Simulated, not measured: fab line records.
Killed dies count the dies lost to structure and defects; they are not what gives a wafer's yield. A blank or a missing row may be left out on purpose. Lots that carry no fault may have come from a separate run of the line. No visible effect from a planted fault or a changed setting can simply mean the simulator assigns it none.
fab line records + flow n5Finfet
[record]
- lots = 7
- wafers = 21
- lastDay = 17
route steps=1938 shown BEOL_M9@1443
lots that met no fault: from a run of the same line without faults
startH: the number of hours between the record's first day and the start of the first shown wafer of the lot + waitH: time in hours since the lot's previous step + " identical to the entry in the row above + L1.1+2: a row that stands for several wafers + - either no value or no given start + * or withheld: withheld + < > ~ a bound
route shown NAME@n: a module of which the file shows steps, and the number in the route of the first + usual: average and standard deviation across the fault-free wafers + same: alike in all rows + chamber/n: place in a boat + sites: the reading at each site + _std_site: how widely they spread, as a standard deviation + _edge_site: mean of outer sites minus mean of inner sites + radiusMm: for every site, how far away it sits from the centre of the wafer + mask NAME#n: copy n + behind: the most recent tool/chamber to have shaped the wafer + hold: why the lot was held/for how many hours/how that ended + device: the transistor (n, p or np) that didn't switch + end of line: the route-end tests of the same wafers + where a step has no rows: the recipe by itself + killed: at the first sort, the dies lost to defects and structure; wafer yield is something else + map: a wafer's dies, marking killed ones x, the rest . and places with no die _
set.NAME: the setting the step ran with; set.NAME@STEP: the setting that earlier step ran with + model.NAME: the simulator's own value behind a step, which no gauge read
certain route steps with their lots: each step a table, each wafer a row
services: when a tool's chamber went out of use (startH, in hours from the record's first day, below 0 if earlier), for how many hours, and the reason
[[steps]]
[step N5_BEOL_M9_VIA_ETCH_34]
[recipe]
- chemistry = C4F6/O2
- target = SiCOH_lowk
- targetDepthA = 1824
- maskMaterial = SOC
- taperDeg = 4
- timeS = 68.4
- ionEnergyEv = 250
- pressureMtorr = 30
- sourceW = 345
- biasW = 185
- Ar_flow_sccm = 300
- C4F6_flow_sccm = 10
- O2_flow_sccm = 10
[usual]
- drypumpMotorCurrentA = 5.7/0.5
- oes_ar_750_au = 0.81/0.059
- oesProductAu = 0.81/0.063
- rfVppV = 668/5
- showerheadPlenumPTorr = 2.86/0.083
- throttleValvePct = 20.81/0.2
| lot.wafer | tool       | chamber | startH | waitH | drypumpMotorCurrentA | oes_ar_750_au | oesProductAu | rfHoursCounterH | rfVppV | showerheadPlenumPTorr | throttleValvePct |
|-----------|------------|---------|--------|-------|----------------------|---------------|--------------|-----------------|--------|-----------------------|------------------|
| L882.1    | rieDiel-03 | 0       | 229.76 | 0.0   | 5.6                  | 0.90          | 0.90         | 34              | 674    | 2.79                  | 20.39            |
| L882.5    | "          | 3       | "      | "     | 5.7                  | 0.89          | 0.88         | -               | 668    | 2.89                  | 20.78            |
| L882.6    | "          | 1       | "      | "     | 6.6                  | 0.72          | 0.71         | -               | 667    | 2.92                  | 20.96            |
| L881.1    | rieDiel-03 | 0       | 230.18 | 0.0   | 5.7                  | 0.90          | 0.90         | 34              | 674    | 2.79                  | 20.39            |
| L881.2    | "          | 3       | "      | "     | 5.7                  | 0.89          | 0.90         | 40              | 668    | 2.89                  | 20.77            |
| L881.4    | "          | 0       | "      | "     | 5.6                  | 0.90          | 0.89         | -               | 674    | 2.79                  | 20.40            |
| L886.1    | rieDiel-03 | 3       | 259.87 | 0.0   | 5.7                  | 0.87          | 0.88         | 50              | 668    | 2.89                  | 20.78            |
| L886.2    | "          | 0       | "      | "     | 5.7                  | 0.89          | 0.89         | 39              | 673    | 2.79                  | 20.40            |
| L886.4    | "          | 1       | "      | "     | 6.6                  | 0.71          | 0.70         | 226             | 666    | 2.92                  | 20.95            |
| L888.2    | rieDiel-01 | 3       | 266.15 | 0.0   | 5.5                  | 0.84          | 0.86         | 61              | 679    | 2.89                  | 20.89            |
| L888.3    | "          | 2       | "      | "     | 4.8                  | 0.81          | 0.81         | 106             | 666    | 2.75                  | 20.60            |
| L888.6    | "          | 0       | "      | "     | 5.8                  | 0.81          | 0.82         | -               | 667    | 3.00                  | 21.07            |
| L890.1    | rieDiel-02 | 0       | 278.59 | 0.0   | 6.1                  | 0.75          | 0.74         | 175             | 664    | 2.94                  | 20.52            |
| L890.2    | "          | 2       | "      | "     | 5.1                  | 0.79          | 0.77         | 113             | 659    | 2.76                  | 20.99            |
| L890.4    | "          | 0       | "      | "     | 6.1                  | 0.75          | 0.73         | -               | 665    | 2.94                  | 20.51            |
| L897.1    | rieDiel-01 | 3       | 329.68 | 0.0   | 5.5                  | 0.82          | 0.82         | 81              | 678    | 2.88                  | 20.91            |
| L897.3    | "          | 1       | "      | "     | 5.7                  | 0.75          | 0.74         | 183             | 669    | 2.84                  | 20.89            |
| L897.6    | "          | 0       | "      | "     | 5.8                  | 0.80          | 0.79         | -               | 670    | 3.00                  | 21.08            |
| L902.1    | rieDiel-03 | 0       | 357.02 | 0.0   | 5.7                  | 0.85          | 0.85         | 69              | 674    | 2.77                  | 20.46            |
| L902.2    | "          | 3       | "      | "     | 5.7                  | 0.83          | 0.83         | 81              | 667    | 2.87                  | 20.83            |
| L902.5    | "          | 3       | "      | "     | 5.7                  | 0.84          | 0.82         | -               | 668    | 2.87                  | 20.83            |
[step N5_BEOL_M9_STRIP_73]
[recipe]
- chemistry = C4F6/O2
- resist = SiARC
- rfFrequencyHz = 6e+07
[step N5_BEOL_M9_STRIP_36]
[recipe]
- chemistry = N2/H2
- powerW = 450
- tempC = 40
- pressureMtorr = 20
- rfFrequencyHz = 6e+07
- overashFraction = 0.3
- biasPowerW = 7
- h2Frac = 0.5
- n2FlowSccm = 200
- h2FlowSccm = 200
[usual]
- drypumpMotorCurrentA = 5.7/0.5
- oesProductAu = 0.81/0.063
- rfVppV = 59.0/1.5
- showerheadPlenumPTorr = 2.55/0.078
- throttleValvePct = 23.48/0.19
| lot.wafer | tool       | chamber | startH | waitH | drypumpMotorCurrentA | oesProductAu | rfHoursCounterH | rfVppV | showerheadPlenumPTorr | throttleValvePct |
|-----------|------------|---------|--------|-------|----------------------|--------------|-----------------|--------|-----------------------|------------------|
| L882.1    | rieDiel-03 | 0       | 229.82 | 0.0   | 5.6                  | 0.91         | 34              | 59.5   | 2.49                  | 23.09            |
| L882.5    | "          | 3       | "      | "     | 5.8                  | 0.86         | -               | 57.7   | 2.58                  | 23.50            |
| L882.6    | "          | 1       | "      | "     | 6.6                  | 0.72         | -               | 60.3   | 2.61                  | 23.60            |
| L881.1    | rieDiel-03 | 0       | 230.24 | 0.0   | 5.7                  | 0.91         | 34              | 60.3   | 2.48                  | 23.08            |
| L881.2    | "          | 3       | "      | "     | 5.8                  | 0.88         | 40              | 59.9   | 2.58                  | 23.52            |
| L881.4    | "          | 0       | "      | "     | 5.6                  | 0.91         | -               | 58.7   | 2.48                  | 23.07            |
| L886.1    | rieDiel-03 | 3       | 259.93 | 0.0   | 5.7                  | 0.87         | 50              | 59.3   | 2.58                  | 23.53            |
| L886.2    | "          | 0       | "      | "     | 5.7                  | 0.89         | 39              | 62.4   | 2.48                  | 23.07            |
| L886.4    | "          | 1       | "      | "     | 6.6                  | 0.70         | 227             | 57.9   | 2.61                  | 23.60            |
| L888.2    | rieDiel-01 | 3       | 266.21 | 0.0   | 5.5                  | 0.86         | 61              | 60.4   | 2.57                  | 23.51            |
| L888.3    | "          | 2       | "      | "     | 4.8                  | 0.80         | 106             | 55.5   | 2.45                  | 23.19            |
| L888.6    | "          | 0       | "      | "     | 5.8                  | 0.81         | -               | 60.0   | 2.67                  | 23.66            |
| L890.1    | rieDiel-02 | 0       | 278.65 | 0.0   | 6.1                  | 0.74         | 175             | 56.9   | 2.64                  | 23.51            |
| L890.2    | "          | 2       | "      | "     | 5.1                  | 0.77         | 113             | 58.6   | 2.45                  | 23.67            |
| L890.4    | "          | 0       | "      | "     | 6.1                  | 0.73         | -               | 59.3   | 2.64                  | 23.53            |
| L897.1    | rieDiel-01 | 3       | 329.74 | 0.0   | 5.5                  | 0.84         | 81              | 59.5   | 2.56                  | 23.52            |
| L897.3    | "          | 1       | "      | "     | 5.7                  | 0.74         | 183             | 59.1   | 2.53                  | 23.62            |
| L897.6    | "          | 0       | "      | "     | 5.8                  | 0.81         | -               | 60.9   | 2.67                  | 23.69            |
| L902.1    | rieDiel-03 | 0       | 357.11 | 0.0   | 5.7                  | 0.86         | 69              | 58.7   | 2.47                  | 23.13            |
| L902.2    | "          | 3       | "      | "     | 5.7                  | 0.82         | 81              | 57.4   | 2.56                  | 23.58            |
| L902.5    | "          | 3       | "      | "     | 5.7                  | 0.83         | -               | 59.7   | 2.56                  | 23.59            |
[step N5_BEOL_M9_TRENCH_ETCH_37]
[recipe]
- chemistry = C4F6/O2
- targetDepthA = 1514.3
- target = SiCOH_lowk
- timeS = 49
- ionEnergyEv = 250
- pressureMtorr = 30
- sourceW = 345
- biasW = 185
- Ar_flow_sccm = 300
- C4F6_flow_sccm = 10
- O2_flow_sccm = 10
[usual]
- drypumpMotorCurrentA = 5.7/0.5
- oes_ar_750_au = 0.81/0.059
- oesProductAu = 0.81/0.062
- rfVppV = 668/5.1
- showerheadPlenumPTorr = 2.86/0.083
- throttleValvePct = 20.83/0.2
| lot.wafer | tool       | chamber | startH | waitH | drypumpMotorCurrentA | oes_ar_750_au | oesProductAu | rfHoursCounterH | rfVppV | showerheadPlenumPTorr | throttleValvePct |
|-----------|------------|---------|--------|-------|----------------------|---------------|--------------|-----------------|--------|-----------------------|------------------|
| L882.1    | rieDiel-03 | 0       | -      | -     | 5.7                  | 0.89          | 0.90         | 34              | 673    | 2.79                  | 20.42            |
| L882.5    | "          | 3       | "      | "     | 5.7                  | 0.89          | 0.89         | -               | 667    | 2.89                  | 20.79            |
| L882.6    | "          | 1       | "      | "     | 6.6                  | 0.72          | 0.72         | -               | 666    | 2.92                  | 20.98            |
| L881.1    | rieDiel-03 | 0       | -      | -     | 5.7                  | 0.90          | 0.90         | 34              | 674    | 2.79                  | 20.41            |
| L881.2    | "          | 3       | "      | "     | 5.7                  | 0.89          | 0.88         | 40              | 668    | 2.89                  | 20.78            |
| L881.4    | "          | 0       | "      | "     | 5.7                  | 0.89          | 0.90         | -               | 674    | 2.79                  | 20.41            |
| L886.1    | rieDiel-03 | 3       | -      | -     | 5.7                  | 0.87          | 0.87         | 50              | 667    | 2.89                  | 20.82            |
| L886.2    | "          | 0       | "      | "     | 5.7                  | 0.89          | 0.89         | 39              | 674    | 2.79                  | 20.43            |
| L886.4    | "          | 1       | "      | "     | 6.6                  | 0.71          | 0.71         | 227             | 666    | 2.92                  | 21.00            |
| L888.2    | rieDiel-01 | 3       | -      | -     | 5.6                  | 0.84          | 0.85         | 61              | 678    | 2.89                  | 20.92            |
| L888.3    | "          | 2       | "      | "     | 4.9                  | 0.80          | 0.81         | 106             | 665    | 2.75                  | 20.62            |
| L888.6    | "          | 0       | "      | "     | 5.8                  | 0.81          | 0.81         | -               | 666    | 3.00                  | 21.08            |
| L890.1    | rieDiel-02 | 0       | -      | -     | 6.2                  | 0.75          | 0.74         | 175             | 666    | 2.94                  | 20.54            |
| L890.2    | "          | 2       | "      | "     | 5.1                  | 0.78          | 0.78         | 113             | 660    | 2.76                  | 21.02            |
| L890.4    | "          | 0       | "      | "     | 6.2                  | 0.75          | 0.74         | -               | 665    | 2.94                  | 20.54            |
| L897.1    | rieDiel-01 | 3       | -      | -     | 5.5                  | 0.81          | 0.83         | 81              | 678    | 2.88                  | 20.92            |
| L897.3    | "          | 1       | "      | "     | 5.7                  | 0.74          | 0.73         | 183             | 668    | 2.84                  | 20.91            |
| L897.6    | "          | 0       | "      | "     | 5.8                  | 0.80          | 0.80         | -               | 668    | 3.00                  | 21.13            |
| L902.1    | rieDiel-03 | 0       | -      | -     | 5.6                  | 0.84          | 0.85         | 69              | 673    | 2.77                  | 20.46            |
| L902.2    | "          | 3       | "      | "     | 5.8                  | 0.84          | 0.84         | 81              | 667    | 2.87                  | 20.86            |
| L902.5    | "          | 3       | "      | "     | 5.8                  | 0.84          | 0.83         | -               | 668    | 2.87                  | 20.85            |
[step N5_BEOL_M9_ETCH_41]
[recipe]
- chemistry = CH3F/O2
- target = SiCN
- targetDepthA = 366
- taperDeg = 2
- timeS = 70.1
- ionEnergyEv = 120
- maskMaterial = TiN
- pressureMtorr = 30
- sourceW = 395
- biasW = 75
- Ar_flow_sccm = 150
- CH3F_flow_sccm = 30
- O2_flow_sccm = 20
[usual]
- drypumpMotorCurrentA = 5.6/0.5
- oesProductAu = 0.81/0.062
- rfVppV = 297.6/1.5
- showerheadPlenumPTorr = 2.01/0.061
- throttleValvePct = 16.22/0.18
| lot.wafer | tool       | chamber | startH | waitH | drypumpMotorCurrentA | oesProductAu | rfHoursCounterH | rfVppV | showerheadPlenumPTorr | throttleValvePct |
|-----------|------------|---------|--------|-------|----------------------|--------------|-----------------|--------|-----------------------|------------------|
| L882.1    | rieDiel-03 | 0       | -      | -     | 5.6                  | 0.90         | 34              | 296.6  | 1.96                  | 15.81            |
| L882.5    | "          | 3       | "      | "     | 5.7                  | 0.89         | -               | 298.3  | 2.03                  | 16.17            |
| L882.6    | "          | 1       | "      | "     | 6.6                  | 0.72         | -               | 298.0  | 2.06                  | 16.42            |
| L881.1    | rieDiel-03 | 0       | -      | -     | 5.6                  | 0.89         | 34              | 297.1  | 1.96                  | 15.80            |
| L881.2    | "          | 3       | "      | "     | 5.7                  | 0.89         | 40              | 297.1  | 2.03                  | 16.15            |
| L881.4    | "          | 0       | "      | "     | 5.7                  | 0.90         | -               | 296.4  | 1.96                  | 15.81            |
| L886.1    | rieDiel-03 | 3       | -      | -     | 5.7                  | 0.87         | 50              | 298.4  | 2.03                  | 16.18            |
| L886.2    | "          | 0       | "      | "     | 5.7                  | 0.89         | 39              | 296.6  | 1.96                  | 15.82            |
| L886.4    | "          | 1       | "      | "     | 6.6                  | 0.71         | 227             | 299.2  | 2.05                  | 16.44            |
| L888.2    | rieDiel-01 | 3       | -      | -     | 5.5                  | 0.86         | 61              | 298.3  | 2.03                  | 16.22            |
| L888.3    | "          | 2       | "      | "     | 4.8                  | 0.81         | 107             | 294.8  | 1.93                  | 16.08            |
| L888.6    | "          | 0       | "      | "     | 5.8                  | 0.81         | -               | 299.9  | 2.12                  | 16.42            |
| L890.1    | rieDiel-02 | 0       | -      | -     | 6.1                  | 0.73         | 175             | 299.8  | 2.07                  | 16.02            |
| L890.2    | "          | 2       | "      | "     | 5.0                  | 0.78         | 113             | 295.5  | 1.93                  | 16.38            |
| L890.4    | "          | 0       | "      | "     | 6.1                  | 0.74         | -               | 298.6  | 2.07                  | 16.00            |
| L897.1    | rieDiel-01 | 3       | -      | -     | 5.5                  | 0.83         | 81              | 299.0  | 2.03                  | 16.28            |
| L897.3    | "          | 1       | "      | "     | 5.7                  | 0.75         | 183             | 297.2  | 1.99                  | 16.33            |
| L897.6    | "          | 0       | "      | "     | 5.8                  | 0.80         | -               | 300.1  | 2.11                  | 16.45            |
| L902.1    | rieDiel-03 | 0       | -      | -     | 5.7                  | 0.84         | 69              | 296.1  | 1.95                  | 15.87            |
| L902.2    | "          | 3       | "      | "     | 5.7                  | 0.83         | 81              | 297.8  | 2.02                  | 16.26            |
| L902.5    | "          | 3       | "      | "     | 5.7                  | 0.83         | -               | 298.2  | 2.02                  | 16.26            |
[step N5_BEOL_M9_STRIP_80]
[recipe]
- chemistry = N2/H2
- timeS = 10
- powerW = 450
- tempC = 40
- pressureMtorr = 20
- rfFrequencyHz = 6e+07
- biasPowerW = 7
- n2FlowSccm = 200
- h2FlowSccm = 200
[step N5_BEOL_M9_OCD_MEAS_38]
[usual]
- trenchDepthNm = 152.2/2.1
| lot.wafer | tool   | chamber | startH | waitH | trenchDepthNm |
|-----------|--------|---------|--------|-------|---------------|
| L882.1    | ocd-01 | -       | 230.03 | -     | 149.7         |
| L882.5    | "      | -       | "      | "     | 154.1         |
| L882.6    | "      | -       | "      | "     | 149.4         |
| L881.1    | ocd-02 | -       | 230.46 | -     | 148.9         |
| L881.2    | "      | -       | "      | "     | 153.5         |
| L881.4    | "      | -       | "      | "     | 149.9         |
| L886.1    | ocd-02 | -       | 260.15 | -     | 153.9         |
| L886.2    | "      | -       | "      | "     | 149.8         |
| L886.4    | "      | -       | "      | "     | 149.8         |
| L888.2    | ocd-01 | -       | 266.43 | -     | 153.8         |
| L888.3    | "      | -       | "      | "     | 154.7         |
| L888.6    | "      | -       | "      | "     | 153.0         |
| L890.1    | ocd-01 | -       | 278.87 | -     | 148.6         |
| L890.2    | "      | -       | "      | "     | 151.1         |
| L890.4    | "      | -       | "      | "     | 151.5         |
| L897.1    | ocd-01 | -       | 329.96 | -     | 151.0         |
| L897.3    | "      | -       | "      | "     | 150.7         |
| L897.6    | "      | -       | "      | "     | 151.4         |
| L902.1    | ocd-02 | -       | 357.42 | -     | 150.0         |
| L902.2    | "      | -       | "      | "     | 155.9         |
| L902.5    | "      | -       | "      | "     | 153.9         |
[step N5_BEOL_M9_HM_STRIP_39]
[recipe]
- chemistry = peroxideTinStrip
- material = TiN
- targetDepthA = 250
- tempC = 50
- timeS = 158
[step N5_BEOL_M9_SRD_40]
[recipe]
- timeS = 30
- tempC = 23
- rinseLiquid = diw
- dry = ipaMarangoni
[step N5_BEOL_M9_PRECLEAN_42]
[recipe]
- chemistry = residueRemover
- timeS = 60
- tempC = 40
[step N5_BEOL_M9_SRD_43]
[recipe]
- timeS = 30
- tempC = 23
- rinseLiquid = diw
- dry = ipaMarangoni
[step N5_BEOL_M9_CD_MEAS_35]
[recipe]
- targetCdNm = 70
- targetCdYNm = 40
- polarity = opening
[usual]
- cdNm = 70.0/0.53
| lot.wafer | tool     | chamber | startH | waitH | cdNm |
|-----------|----------|---------|--------|-------|------|
| L882.1    | cdSem-02 | -       | 230.19 | 0.0   | 70.0 |
| L882.5    | "        | -       | "      | "     | 69.6 |
| L882.6    | "        | -       | "      | "     | 69.6 |
| L881.1    | cdSem-03 | -       | 230.61 | 0.0   | 70.0 |
| L881.2    | "        | -       | "      | "     | 69.9 |
| L881.4    | "        | -       | "      | "     | 69.8 |
| L886.1    | cdSem-03 | -       | 260.30 | 0.0   | 69.3 |
| L886.2    | "        | -       | "      | "     | 69.3 |
| L886.4    | "        | -       | "      | "     | 69.8 |
| L888.2    | cdSem-01 | -       | 266.58 | 0.0   | 70.7 |
| L888.3    | "        | -       | "      | "     | 69.7 |
| L888.6    | "        | -       | "      | "     | 69.2 |
| L890.1    | cdSem-02 | -       | 279.04 | 0.0   | 69.9 |
| L890.2    | "        | -       | "      | "     | 70.5 |
| L890.4    | "        | -       | "      | "     | 70.2 |
| L897.1    | cdSem-02 | -       | 330.11 | 0.0   | 69.4 |
| L897.3    | "        | -       | "      | "     | 69.3 |
| L897.6    | "        | -       | "      | "     | 69.5 |
| L902.1    | cdSem-02 | -       | 357.57 | 0.0   | 70.0 |
| L902.2    | "        | -       | "      | "     | 69.5 |
| L902.5    | "        | -       | "      | "     | 70.2 |
[step N5_BEOL_M9_CURE_72]
[recipe]
- tempC = 370
- timeS = 120
- ambient = DMADMS/He
- material = SiCOH_lowk
[usual]
- lampPowerPct = 52.31/0.056
- runLengthS = 177.6/0.48
- wafer_temp_C_max = 371.5/0.53
| lot.wafer | tool      | chamber | startH | waitH | lampPowerPct | runLengthS | wafer_temp_C_max |
|-----------|-----------|---------|--------|-------|--------------|------------|------------------|
| L882.1    | uvCure-02 | 1       | 230.24 | 0.0   | 52.39        | 177.4      | 371.3            |
| L882.5    | "         | 1       | "      | "     | 52.39        | 177.4      | 371.4            |
| L882.6    | "         | 1       | "      | "     | 52.30        | 177.3      | 371.5            |
| L881.1    | uvCure-01 | 0       | 230.65 | 0.0   | 52.23        | 177.0      | 371.3            |
| L881.2    | "         | 0       | "      | "     | 52.35        | 177.3      | 371.3            |
| L881.4    | "         | 0       | "      | "     | 52.32        | 177.4      | 371.4            |
| L886.1    | uvCure-02 | 1       | 260.34 | 0.0   | -            | -          | -                |
| L886.2    | "         | 1       | "      | "     | -            | -          | -                |
| L886.4    | "         | 1       | "      | "     | -            | -          | -                |
| L888.2    | uvCure-01 | 1       | 266.67 | 0.1   | -            | -          | -                |
| L888.3    | "         | 1       | "      | "     | -            | -          | -                |
| L888.6    | "         | 1       | "      | "     | -            | -          | -                |
| L890.1    | uvCure-01 | 0       | 279.09 | 0.0   | -            | -          | -                |
| L890.2    | "         | 0       | "      | "     | -            | -          | -                |
| L890.4    | "         | 0       | "      | "     | -            | -          | -                |
| L897.1    | uvCure-01 | 1       | 330.15 | 0.0   | 52.30        | 177.7      | 371.0            |
| L897.3    | "         | 1       | "      | "     | 52.29        | 177.8      | 370.8            |
| L897.6    | "         | 1       | "      | "     | 52.30        | 178.0      | 371.4            |
| L902.1    | uvCure-03 | 1       | 357.61 | 0.0   | 52.38        | 178.0      | 371.8            |
| L902.2    | "         | 1       | "      | "     | 52.37        | 177.6      | 372.4            |
| L902.5    | "         | 1       | "      | "     | 52.39        | 177.3      | 371.6            |
[step N5_BEOL_M9_DEGAS_44]
[recipe]
- ambient = vacuum
- tempC = 250
- timeS = 60
[usual]
- heaterPowerW = 341/35
| lot.wafer | tool          | chamber | startH | waitH | heaterPowerW |
|-----------|---------------|---------|--------|-------|--------------|
| L882.1    | pvdSputter-02 | -       | 230.80 | 0.5   | 336          |
| L882.5    | "             | -       | "      | "     | 302          |
| L882.6    | "             | -       | "      | "     | 330          |
| L881.1    | pvdSputter-01 | -       | 231.04 | 0.3   | 380          |
| L881.2    | "             | -       | "      | "     | 304          |
| L881.4    | "             | -       | "      | "     | 396          |
| L886.1    | pvdSputter-03 | -       | 260.95 | 0.6   | 317          |
| L886.2    | "             | -       | "      | "     | 361          |
| L886.4    | "             | -       | "      | "     | 313          |
| L888.2    | pvdSputter-01 | -       | 267.11 | 0.4   | 366          |
| L888.3    | "             | -       | "      | "     | 332          |
| L888.6    | "             | -       | "      | "     | 311          |
| L890.1    | pvdSputter-02 | -       | 279.41 | 0.3   | 288          |
| L890.2    | "             | -       | "      | "     | 326          |
| L890.4    | "             | -       | "      | "     | 374          |
| L897.1    | pvdSputter-02 | -       | 331.31 | 1.1   | 285          |
| L897.3    | "             | -       | "      | "     | 356          |
| L897.6    | "             | -       | "      | "     | 296          |
| L902.1    | pvdSputter-03 | -       | 358.02 | 0.4   | 353          |
| L902.2    | "             | -       | "      | "     | 316          |
| L902.5    | "             | -       | "      | "     | 326          |
[[services]]
| tool          | chamber | startH | hours | kind                        |
|---------------|---------|--------|-------|-----------------------------|
| uvCure-01     | -       | 208.68 | 7.5   | pm                          |
| rieDiel-03    | 3       | 214.67 | 3.1   | repair                      |
| rieDiel-01    | 0       | 216.59 | 1.2   | repair                      |
| rieDiel-02    | -       | 219.04 | 0.7   | repair                      |
| rieDiel-03    | 2       | 224.91 | 9.3   | repair                      |
| rieDiel-03    | 0       | 240.51 | 12.8  | repair                      |
| uvCure-02     | -       | 241.33 | 2.1   | pm                          |
| rieDiel-02    | 3       | 256.42 | 2.8   | repair                      |
| uvCure-02     | -       | 263.19 | 7.3   | repair                      |
| rieDiel-02    | 2       | 267.02 | 6.3   | repair                      |
| uvCure-02     | -       | 277.47 | 6.0   | pm                          |
| pvdSputter-01 | -       | 300.26 | 1.2   | repair                      |
| rieDiel-01    | 0       | 301.30 | 18.0  | repair                      |
| rieDiel-01    | 2       | 304.72 | 3.9   | repair                      |
| rieDiel-02    | -       | 315.20 | 0.5   | repair                      |
| uvCure-02     | -       | 330.51 | 7.5   | pm                          |
| pvdSputter-01 | -       | 330.77 | 4.0   | repair                      |
| rieDiel-02    | 2       | 334.70 | 5.6   | repair                      |
| uvCure-01     | -       | 338.37 | 2.1   | pm                          |
| rieDiel-03    | 1       | 340.21 | -     | clean                       |
| rieDiel-03    | 1       | 340.21 | -     | consumableReplace:focusRing |
| uvCure-03     | -       | 344.14 | 0.3   | repair                      |
| rieDiel-03    | -       | 349.76 | 2.8   | pm                          |
| rieDiel-03    | 2       | 355.42 | 7.3   | repair                      |
[[key]]
[firstSign]
- step = N5_BEOL_M9_CURE_72
- reading = toolRecord
- direction = missing
effect none on later readings
metAt N5_BEOL_M9_CURE_72
struckWafers L886.1,L886.2,L886.4,L888.2,L888.3,L888.6,L890.1,L890.2,L890.4
onsetBetween 230.65 260.34
[fault]
- kind = skippedStepWhole
- tool = uvCure-01,uvCure-02
- chamber = -
- onsetH = 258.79
- steps = N5_BEOL_M9_CURE_72
- scope = struckLotsOnly
